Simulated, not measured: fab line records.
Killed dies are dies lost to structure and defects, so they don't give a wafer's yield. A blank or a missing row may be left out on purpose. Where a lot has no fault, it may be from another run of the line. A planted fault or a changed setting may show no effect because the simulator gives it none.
Problem report, 8D (eight disciplines) form, completed by code -- flow n5Finfet -- the parts of the form that need people (team, actions taken, sign-off) are left out
Where a reading is given only as a bound, like >300, the bound stands for it, and a mean or a difference that rests on one is marked > or <: the true number lies beyond.

== 1. THE PROBLEM ==
rawDefectCount at N5_SPACER0_INSPECT_04 reads a mean of 525 on 6 wafers of 2 lots; wafers without a fault read 149 with a standard deviation of 38. That is +9.9 standard deviations from the usual mean.
The step: inspects for defects (darkfield).
Seen first at day 7 13:28 on defectInspect-02, wafer L188.1. At this step, 24 wafers from 8 lots have a number in the record. Rule for "out" (also "out of limits"): further than 4 standard deviations from the usual mean. The other wafers with a number count as sound.

== 2. WHAT IT IS, WHAT IT ISN'T ==
question,is,is not
which readings at this step,rawDefectCount,-
which lots,"L188, L190","L171, L173, L176, L179, L191, L192"
which wafers of those lots,all that have a number,-
read on which gauges,defectInspect-02,defectInspect-01
when,from day 7 13:28,"up to then (12 sound wafers); but 6 sound wafers of L191, L192 came after"

== 3. THE SUSPECTS, EACH WITH WHAT RULES IT OUT ==
Counting: a tool at a process step up to the reading stays a suspect if it ran every lot that is out and no sound lot after the first of them.
- the gauge at N5_SPACER0_INSPECT_04: kept. All the wafers that are out were read on defectInspect-02, and no step on other tools shows them out.
- rieSi-06 at N5_DUMMY_GATE_ETCH_44 (etches poly-Si in HBr/O2, stops on SiO2, target depth 127.5 nm): kept. It processed each lot that is out, first L188 at day 7 11:24, and no sound lot thereafter; up to then, the last sound lot it processed was L179 at day 5 09:52.
- aldSin-04 at N5_SPACER0_ALD_00 (deposits SiOCN, target thk 3.5 nm, pulse time 3 s, purge time 2 s): kept. It processed each lot that is out, first L188 at day 7 13:03, and no sound lot thereafter; up to then, the last sound lot it processed was L179 at day 5 10:27.
Still standing after the count: rieSi-06 at N5_DUMMY_GATE_ETCH_44, aldSin-04 at N5_SPACER0_ALD_00, defectInspect-02 at N5_SPACER0_INSPECT_04.

== 4. THE CAUSE (what the simulator had put in) ==
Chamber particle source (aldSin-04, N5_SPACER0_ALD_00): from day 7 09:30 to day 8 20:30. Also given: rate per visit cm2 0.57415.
Of the 3 suspects that counting leaves, this tool is one.

== 5. SEQUENCE OF EFFECTS, ordered by route ==
One row per reading whose mean, taken over the struck wafers that have a number, lies over 3 standard deviations from the usual. Readings are gone through only where the record gives a usual standard deviation; hours: the median, over the lots, of the time from a lot's start at the first step in this table giving one to that lot's start at this step; sigmas: the change measured in usual standard deviations.
hours,step,reading,usual,on struck wafers,change,sigmas
0,N5_SPACER0_INSPECT_04,rawDefectCount,149,525,+376,+9.9
0,N5_SD_EPI_N_INSPECT_11,rawDefectCount,2.0,>300,>+298,+99 or more
5,N5_SD_EPI_N_INSPECT_26,rawDefectCount,208,574,+366,+9.4
10,N5_SD_EPI_P_INSPECT_26,rawDefectCount,174,558,+384,+11
285,N5_PASSIVATION_PROBE_49,defectLimitedYield,91.5 %,86.1,-5.4,-3.8
285,N5_PASSIVATION_PROBE_49,killedAtFrontEnd,37,94,+57,+5.2
285,N5_PASSIVATION_PROBE_49,killedDies,101,164,+62,+3.7
285,N5_PASSIVATION_PROBE_49,sort_bin_5_function,5.0 %,8.3,+3.3,+3.4
285,N5_PASSIVATION_PROBE_49,sortNPass,1079,1016,-64,-3.7
285,N5_PASSIVATION_PROBE_49,sortYieldPct,91.4 %,86.0,-5.4,-3.8
The process steps in it:
- N5_PASSIVATION_PROBE_49
Later steps that measure or inspect, where all struck wafers having a row at the step show a number for every such reading and not one has moved that far: N5_BEOL_M4_RC_MEAS_101.

== 6. WHAT WOULD HAVE CAUGHT IT SOONER ==
Counted from the fault's start at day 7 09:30, it took 4 hours until the first out-of-limits reading at a measuring or inspecting step in this record, taken at day 7 13:28.
Of the tool readings at N5_SPACER0_ALD_00 for which the record gives a usual standard deviation, none was out on any struck wafer, so an alarm limit of 4 standard deviations on them would not have fired.
Of the lots that are out (2), L190 began N5_SPACER0_ALD_00 on aldSin-04 after day 7 13:28. Putting the tool on hold at that point would have spared it.
